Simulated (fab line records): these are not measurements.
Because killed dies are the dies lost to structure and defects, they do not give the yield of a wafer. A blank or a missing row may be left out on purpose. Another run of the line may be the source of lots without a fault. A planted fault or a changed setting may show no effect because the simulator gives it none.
Lot-split experiment || flow n5 finfet || route with 1938 steps; 7 lots, 21 wafers read

## ABOUT THE SPLIT
At N5_PASSIVATION_EXPOSE_27 (exposes mask PAD, defocus 0 nm), the setting dose mj was moved away from the recipe's 32.3 on 8 of the 21 wafers read, by -7.2% to +2.3%. For the rest of the wafers, this setting stayed at what the recipe calls for.

## FROM THE SPLIT TO THE READING: what the file shows between them, 3 steps
- N5_PASSIVATION_PEB_28
- N5_PASSIVATION_DEVELOP_29: develop time 60 s
- N5_PASSIVATION_HARDBAKE_31: time 120 s

## THE READING
cd nm, in nm, at N5_PASSIVATION_CD_MEAS_30 (target cd 4000 nm). On this fab line, fault-free wafers typically give 3999.3 nm with a standard deviation of 1.4 nm.

{"wafer": "L079.1", "tool, chamber at the split": "krf scanner-01, 0", "dose mj as run": 32.3, "against the recipe": "recipe", "cd nm, nm": 3999.0, "against lot-mates on the recipe": "-"}
{"wafer": "L079.2", "tool, chamber at the split": "krf scanner-01, 0", "dose mj as run": 32.3, "against the recipe": "recipe", "cd nm, nm": 3997.0, "against lot-mates on the recipe": "-"}
{"wafer": "L079.5", "tool, chamber at the split": "krf scanner-01, 0", "dose mj as run": 32.3, "against the recipe": "recipe", "cd nm, nm": 4000.1, "against lot-mates on the recipe": "-"}
{"wafer": "L081.2", "tool, chamber at the split": "krf scanner-01, 0", "dose mj as run": 32.3, "against the recipe": "recipe", "cd nm, nm": 4000.3, "against lot-mates on the recipe": "-"}
{"wafer": "L081.3", "tool, chamber at the split": "krf scanner-01, 0", "dose mj as run": 32.3, "against the recipe": "recipe", "cd nm, nm": 3998.7, "against lot-mates on the recipe": "-"}
{"wafer": "L081.6", "tool, chamber at the split": "krf scanner-01, 0", "dose mj as run": 32.3, "against the recipe": "recipe", "cd nm, nm": 4000.6, "against lot-mates on the recipe": "-"}
{"wafer": "L083.4", "tool, chamber at the split": "krf scanner-01, 0", "dose mj as run": 30.95, "against the recipe": "-4.2%", "cd nm, nm": 3992.8, "against lot-mates on the recipe": -5.7}
{"wafer": "L083.5", "tool, chamber at the split": "krf scanner-01, 0", "dose mj as run": 32.3, "against the recipe": "recipe", "cd nm, nm": 3999.0, "against lot-mates on the recipe": "-"}
{"wafer": "L083.6", "tool, chamber at the split": "krf scanner-01, 0", "dose mj as run": 32.3, "against the recipe": "recipe", "cd nm, nm": 3998.0, "against lot-mates on the recipe": "-"}
{"wafer": "L089.1", "tool, chamber at the split": "krf scanner-02, 0", "dose mj as run": 31.2, "against the recipe": "-3.4%", "cd nm, nm": 3993.4, "against lot-mates on the recipe": -4.0}
{"wafer": "L089.4", "tool, chamber at the split": "krf scanner-02, 0", "dose mj as run": 31.2, "against the recipe": "-3.4%", "cd nm, nm": 3993.0, "against lot-mates on the recipe": -4.4}
{"wafer": "L089.6", "tool, chamber at the split": "krf scanner-02, 0", "dose mj as run": 32.3, "against the recipe": "recipe", "cd nm, nm": 3997.4, "against lot-mates on the recipe": "-"}
{"wafer": "L091.1", "tool, chamber at the split": "krf scanner-02, 0", "dose mj as run": 29.99, "against the recipe": "-7.2%", "cd nm, nm": 3986.5, "against lot-mates on the recipe": "no lot-mate on the recipe"}
{"wafer": "L091.3", "tool, chamber at the split": "krf scanner-02, 0", "dose mj as run": 29.99, "against the recipe": "-7.2%", "cd nm, nm": 3984.9, "against lot-mates on the recipe": "no lot-mate on the recipe"}
{"wafer": "L091.4", "tool, chamber at the split": "krf scanner-02, 0", "dose mj as run": 29.99, "against the recipe": "-7.2%", "cd nm, nm": 3985.8, "against lot-mates on the recipe": "no lot-mate on the recipe"}
{"wafer": "L094.1", "tool, chamber at the split": "krf scanner-01, 0", "dose mj as run": 32.3, "against the recipe": "recipe", "cd nm, nm": 3999.6, "against lot-mates on the recipe": "-"}
{"wafer": "L094.4", "tool, chamber at the split": "krf scanner-01, 0", "dose mj as run": 32.3, "against the recipe": "recipe", "cd nm, nm": 3999.7, "against lot-mates on the recipe": "-"}
{"wafer": "L094.6", "tool, chamber at the split": "krf scanner-01, 0", "dose mj as run": 32.3, "against the recipe": "recipe", "cd nm, nm": 4000.1, "against lot-mates on the recipe": "-"}
{"wafer": "L095.1", "tool, chamber at the split": "krf scanner-01, 0", "dose mj as run": 33.05, "against the recipe": "+2.3%", "cd nm, nm": 4005.0, "against lot-mates on the recipe": "+5.2"}
{"wafer": "L095.3", "tool, chamber at the split": "krf scanner-01, 0", "dose mj as run": 32.3, "against the recipe": "recipe", "cd nm, nm": 3999.8, "against lot-mates on the recipe": "-"}
{"wafer": "L095.6", "tool, chamber at the split": "krf scanner-01, 0", "dose mj as run": 33.05, "against the recipe": "+2.3%", "cd nm, nm": 4004.7, "against lot-mates on the recipe": "+4.9"}

THE FIT
A straight line over all 21 wafers: cd nm changes by +1.9 nm for each +1% of dose mj; r = +0.98; the points scatter about the line by 1.1 nm.
The same after taking each lot's own level away (the mean of its wafers on the recipe; 18 wafers): +1.51 nm for each +1%; r = +0.95; scatter 0.9 nm.
Per that fit: largest dose mj move, reading shift of 11 nm.
Measured against the standard deviation above, the lots' own levels, which go from 3997.40 to 3999.87 nm, span 1.8 times it.
So the slope is not independent of the lot-to-lot level: the two fits are not the same.
Check: -6.19 nm against its lot-mates is what the line predicts for one of the wafers moved furthest among these (-4.2%) when that wafer is left out of the fit. Against them it came out at -5.7 nm.

## THE FILE'S OWN FIT
cd nm changes by +1.45 nm for each +1% of dose mj, r = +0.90.
